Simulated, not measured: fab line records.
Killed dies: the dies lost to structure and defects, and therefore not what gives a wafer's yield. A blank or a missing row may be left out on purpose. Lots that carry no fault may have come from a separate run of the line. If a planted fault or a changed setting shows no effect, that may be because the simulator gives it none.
A single fault, viewed from 2 desks :: flow n5_finfet :: each desk has only its own numbers; what lay behind them comes last

## DESK OF THE TOOL OWNER: cvd_co-02
The tool's own readings at N5_BEOL_M4_CVD_47 (deposits Co from CCTBA/H2, target thk 3 nm, time 223.8 s): means of the sampled wafers that have a number, for each lot that ran on this tool. Marked OUT: a lot whose mean sits more than 4 standard deviations from the usual mean, which makes it out of limits; the brackets give that distance.
Columns: A = run_length_s at N5_BEOL_M4_CVD_47, usual 246.6 s
lot: L119
first seen here: day 8 22:00
A: 246.6

lot: L120
first seen here: day 9 05:11
A: 246.5

lot: L125
first seen here: day 10 05:29
A: 246.1

lot: L130
first seen here: day 11 17:36
A: 209.7 (-63) OUT

lot: L132
first seen here: day 12 03:40
A: 209.6 (-63) OUT

lot: L134
first seen here: day 12 10:48
A: 222.3 (-41) OUT
This desk finds L130, L132, L134 out of limits, L130 being first, at day 11 17:36 (run_length_s at N5_BEOL_M4_CVD_47). Within limits: L119, L120, L125.

## AT THE METROLOGY DESK
What the gauges read, lot by lot, whatever tool the lot ran on: means of the sampled wafers that have a number. Marked OUT: a lot whose mean sits more than 4 standard deviations from the usual mean, which makes it out of limits; the brackets give that distance. Of its 10 readings 7 are shown: those that lie furthest out on some lot.
Columns: A = DIBL_N at N5_BEOL_M4_RC_MEAS_101, usual 36.3 mV/V; B = DIBL_P at N5_BEOL_M4_RC_MEAS_101, usual 36.5 mV/V; C = IOFF_N at N5_BEOL_M4_RC_MEAS_101, usual 0.163 nA/um; D = IOFF_P at N5_BEOL_M4_RC_MEAS_101, usual 0.22 nA/um; E = ION_N at N5_BEOL_M4_RC_MEAS_101, usual 676 uA/um; F = ION_P at N5_BEOL_M4_RC_MEAS_101, usual 464 uA/um; G = VT_P at N5_BEOL_M4_RC_MEAS_101, usual -250 mV
lot: L118
first seen here: day 8 10:20
A: 33.9
B: 34.1
C: 0.131
D: 0.16
E: 667
F: 457
G: -255

lot: L119
first seen here: day 9 01:08
A: 37.9
B: 37.6
C: 0.176
D: 0.25
E: 672
F: 462
G: -246

lot: L120
first seen here: day 9 08:17
A: 36.7
B: 35.8
C: 0.165
D: 0.24
E: 685
F: 472
G: -247

lot: L122
first seen here: day 9 14:32
A: 37.1
B: 37.2
C: 0.165
D: 0.23
E: 687
F: 470
G: -249

lot: L124
first seen here: day 9 23:01
A: 36.4
B: 37.0
C: 0.164
D: 0.22
E: 678
F: 461
G: -251

lot: L125
first seen here: day 10 08:52
A: 37.5
B: 37.2
C: 0.174
D: 0.28
E: 671
F: 472
G: -244

lot: L130
first seen here: day 11 20:50
A: 36.9
B: 35.3
C: 0.151
D: 0.20
E: 659
F: 452
G: -252

lot: L132
first seen here: day 12 06:45
A: 37.1
B: 36.8
C: 0.188
D: 0.22
E: 678
F: 458
G: -249

lot: L134
first seen here: day 12 13:53
A: 35.7
B: 36.1
C: 0.146
D: 0.18
E: 670
F: 457
G: -255

lot: L135
first seen here: day 12 23:14
A: 39.6
B: 39.3
C: 0.212
D: 0.26
E: 681
F: 466
G: -247

lot: L141
first seen here: day 14 08:29
A: 37.1
B: 36.8
C: 0.185
D: 0.26
E: 683
F: 466
G: -246
This desk's finding: nothing out of limits on any of the 11 lots.

## BROUGHT TOGETHER
At day 11 17:36, on L130, L132, L134, the tool owner's desk was in a position to raise an alarm.
The metrology desk saw nothing out of limits.
The metrology desk has L130, L132, L134 on record, within its limits.
The lots listed all ran N5_BEOL_M4_CVD_47 on cvd_co-02.

## WHAT HAD BEEN PUT IN BY THE SIMULATOR
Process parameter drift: cvd_co-02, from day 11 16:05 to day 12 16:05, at N5_BEOL_M4_CVD_47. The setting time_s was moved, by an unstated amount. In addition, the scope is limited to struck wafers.
Lots struck among those shown: L130, L132, L134.
How many hours passed from the start of the fault until each desk's first out-of-limits reading: the tool owner's desk, 2.
